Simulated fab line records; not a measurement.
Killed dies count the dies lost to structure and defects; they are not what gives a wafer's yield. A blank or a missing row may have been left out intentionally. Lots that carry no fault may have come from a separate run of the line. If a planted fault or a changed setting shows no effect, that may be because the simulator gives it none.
A struck lot beside a sound one + flow n5_finfet + 41 steps out of a route of 1938
Sound: wafers L230.3, L230.5, L230.6. The struck wafers were L226.1, L226.4, L226.6. At the end, the cause is stated.
Per side, at each step with rows, come the tool, then ch with its chambers, and then its first start. Under that, the readings that differ: sound wafers + struck wafers + difference of the means + sigmas: that difference in standard deviations of wafers without a fault.
alike: readings whose means differ by less than 2 such deviations, and words and numbers that are the same on both sides. not compared: withheld readings, readings that some wafer has no value for, bounds like >300 that may hide the same value, and numbers for which the record gives no deviation and whose values overlap.
A row with sigmas, a row that says differs or no value, or rows on one side alone: a step with any of these is where the two part. Non-overlapping numbers with no deviation appear without sigmas and do not part them. A reading that every wafer of one side lacks parts them only if that side has two wafers or more.

first, 12 steps without rows for these wafers: N5_HKMG_FIN_STRIP_33 (strips in N2/H2); N5_HKMG_FIN_STRIP_34 (strips in CF4); N5_HKMG_FIN_ETCH_35 (etches SOC in N2/H2, target depth 215.8 nm, time 243.4 s); N5_HKMG_FIN_STRIP_92 (strips SOC in N2/H2, time 20 s); N5_HKMG_FIN_WET_ETCH_18 (etches TiN in SC1, time 55 s, target depth 5.2 nm, rinse time 30 s); N5_HKMG_FIN_STRIP_19 (strips in N2/H2, time 360 s); N5_HKMG_FIN_ALD_91 (deposits TiN, target thk 1 nm, pulse time 1 s, purge time 3 s); N5_HKMG_FIN_COAT_85 (time 60 s, resist thk 300 nm); N5_HKMG_FIN_ETCH_86 (etches SOC in N2/H2, stops on TiN, target depth 393.2 nm); N5_HKMG_FIN_STRIP_89 (strips SOC in N2/H2, time 20 s); N5_HKMG_FIN_WET_ETCH_87 (etches TiN in SC1, time 154.2 s, target depth 4.7 nm, rinse time 30 s); N5_HKMG_FIN_STRIP_88 (strips in N2/H2, time 360 s).
N5_HKMG_FIN_NWFM_ALD_20: deposits TiAlC, target thk 2 nm, pulse time 3 s, purge time 2 s.
  sound on ald_metal-01 ch 0,1,2, day 9 00:06; struck on ald_metal-01 ch 0,3, day 7 23:19
  no value came back on the struck wafers for any of 6 readings (ald_cycles, chamber_pressure_Torr (Torr) and others); on the sound wafers ald_cycles reads 7 7 7
then, 26 steps without rows for these wafers: N5_HKMG_FIN_ALD_71 (deposits TiN, target thk 1 nm, pulse time 1 s, purge time 3 s); N5_HKMG_FIN_COAT_66 (time 60 s, resist thk 300 nm); N5_HKMG_FIN_ETCH_67 (etches SOC in N2/H2, stops on TiN, target depth 388.9 nm); N5_HKMG_FIN_STRIP_90 (strips SOC in N2/H2, time 20 s); N5_HKMG_FIN_WET_ETCH_73 (etches the open film in SC1, time 42.3 s, target depth 1.3 nm, rinse time 30 s); N5_HKMG_FIN_ETCHBACK_68 (etches the open film in Cl2/Ar, stops on HfO2, target depth 0.5 nm); N5_HKMG_FIN_STRIP_69 (strips in N2/H2, time 360 s); N5_HKMG_FIN_ALD_21 (deposits TiN, target thk 1.5 nm, pulse time 1 s, purge time 3 s); N5_HKMG_FIN_ALD_72 (deposits W, target thk 2 nm, pulse time 1 s, purge time 2 s); N5_HKMG_FIN_W_FILL_22 (material W, target thk 60 nm, time 18.2 s); N5_HKMG_FIN_PRECLEAN_83 (cleans in DIW, time 57.5 s); N5_HKMG_FIN_SRD_84 (dry time 32 s); N5_HKMG_FIN_CMP_23 (polishes, stops on SiNx, t overpolish 10 s, target thk 46.326 nm); N5_HKMG_FIN_CMP_94 (polishes, stops on SiNx, t overpolish 4.7 s, target thk 43.299 nm); N5_GATE_CUT_ETCHBACK_00 (etches W in SF6/Cl2); N5_GATE_CUT_ETCH_56 (etches TiN in Cl2/Ar, target depth 21.6 nm); N5_GATE_CUT_ETCHBACK_30 (etches TiN in Cl2/Ar, target depth 3 nm); N5_GATE_CUT_VAPOR_ETCH_60 (etches HfO2 in BCl3/Cl2); N5_GATE_CUT_ETCH_58 (etches SiNx in CH3F/O2, target depth 17 nm, time 128.6 s); N5_GATE_CUT_STRIP_59 (strips in N2/H2, time 20 s); N5_GATE_CUT_PRECLEAN_31 (cleans in DIW, time 300 s); N5_GATE_CUT_SRD_32 (time 30 s); N5_GATE_CUT_SAC_CAP_01 (material SiNx, target thk 24 nm, pulse time 1 s, ald cycles 480); N5_GATE_CUT_PECVD_57 (deposits SiNx from SiH4/NH3/N2, target thk 21 nm); N5_GATE_CUT_CMP_02 (polishes, stops on SiO2, t overpolish 12.7 s, target thk 0 nm); N5_GATE_CUT_HM_DEP_46 (deposits SiO2 from TEOS/O2, target thk 130 nm, time 26.6 s).
-- record jumps: 6 days separate the struck wafers' starts on either side; left off in module GATE_CUT, taken up again in module BEOL_M4, whose first shown step is the route's number 1111 --
N5_BEOL_M4_RC_MEAS_101:
  sound on prober-01 ch 0, day 14 08:40; struck on prober-01 ch 0, day 14 03:46
| reading             | sound                   | struck                     | difference | sigmas      |
|---------------------|-------------------------|----------------------------|------------|-------------|
| IOFF_N (nA/um)      | 0.157 0.157 0.145       | 0.000 0.000 0.000          | -0.153     | -8          |
| IOFF_N_85C (nA/um)  | 3.1 3.1 2.9             | 0.0 0.0 0.0                | -3.0       | -9          |
| IOFF_N_LIN (nA/um)  | 0.070 0.073 0.067       | 0.000 0.000 0.000          | -0.070     | -9          |
| IOFF_P (nA/um)      | 0.196 0.196 0.187       | 5.381 5.401 5.206          | +5.136     | +99 or more |
| IOFF_P_85C (nA/um)  | 3.4 3.4 3.3             | 56.5 56.2 54.7             | +52.4      | +99 or more |
| IOFF_P_LIN (nA/um)  | 0.092 0.094 0.090       | 2.451 2.411 2.398          | +2.328     | +99 or more |
| IOFF_P_LONG (nA/um) | 9.7e-05 9.5e-05 9.4e-05 | 0.001889 0.001925 0.001932 | +0.001820  | +99 or more |
| ION_N (uA/um)       | 680 681 663             | 94 96 95                   | -580       | -68         |
| ION_P (uA/um)       | 460 454 457             | 586 586 593                | +131       | +22         |
| VT_N (mV)           | 254.0 250.8 251.4       | 538.0 538.1 536.7          | +285.5     | +99 or more |
| VT_N_LONG (mV)      | 277.4 276.7 275.7       | 570.5 565.0 566.6          | +290.8     | +99 or more |
| VT_N_LVT (mV)       | 98.9 98.8 98.9          | 388.4 385.7 386.9          | +288.1     | +99 or more |
| VT_P (mV)           | -253 -250 -253          | -162 -161 -161             | +91        | +30         |
| VT_P_LONG (mV)      | -281 -281 -278          | -187 -186 -186             | +94        | +30         |
| VT_P_LVT (mV)       | -101 -100 -102          | -9 -9 -9                   | +92        | +31         |
  alike: DIBL_N, DIBL_P, SS_N, SS_P
-- the record jumps here: 5 days lie between the struck wafers' starts before and after (it left off in module BEOL_M4 and takes up again in module PASSIVATION, whose first step shown is number 1936 of the route) --
N5_PASSIVATION_PROBE_49:
  struck on prober-02, day 19 00:40; sound on prober-01, day 19 05:36
| reading                | sound          | struck            | difference | sigmas |
|------------------------|----------------|-------------------|------------|--------|
| killed_at_other        | 1 0 1          | 2 9 9             | +6         | +2     |
| sort_bin_4_leakage (%) | 0 0 0          | 89.07 90.08 88.64 | +89.26     |        |
| sort_n_pass            | 1071 1038 1091 | 0 0 0             | -1067      | -63    |
| sort_yield_pct (%)     | 90.8 88.0 92.5 | 0 0 0             | -90        | -65    |
  alike: defect_limited_yield, killed_at_M0_to_M3, killed_at_M4_up, killed_at_contacts, killed_at_front_end, killed_dies, killed_open, killed_short, sort_bin_5_function, sort_bin_6_memory

WHERE THEY PART
Earliest at N5_HKMG_FIN_NWFM_ALD_20; latest, in this record, at N5_PASSIVATION_PROBE_49.

WHY: the cause the simulator had injected
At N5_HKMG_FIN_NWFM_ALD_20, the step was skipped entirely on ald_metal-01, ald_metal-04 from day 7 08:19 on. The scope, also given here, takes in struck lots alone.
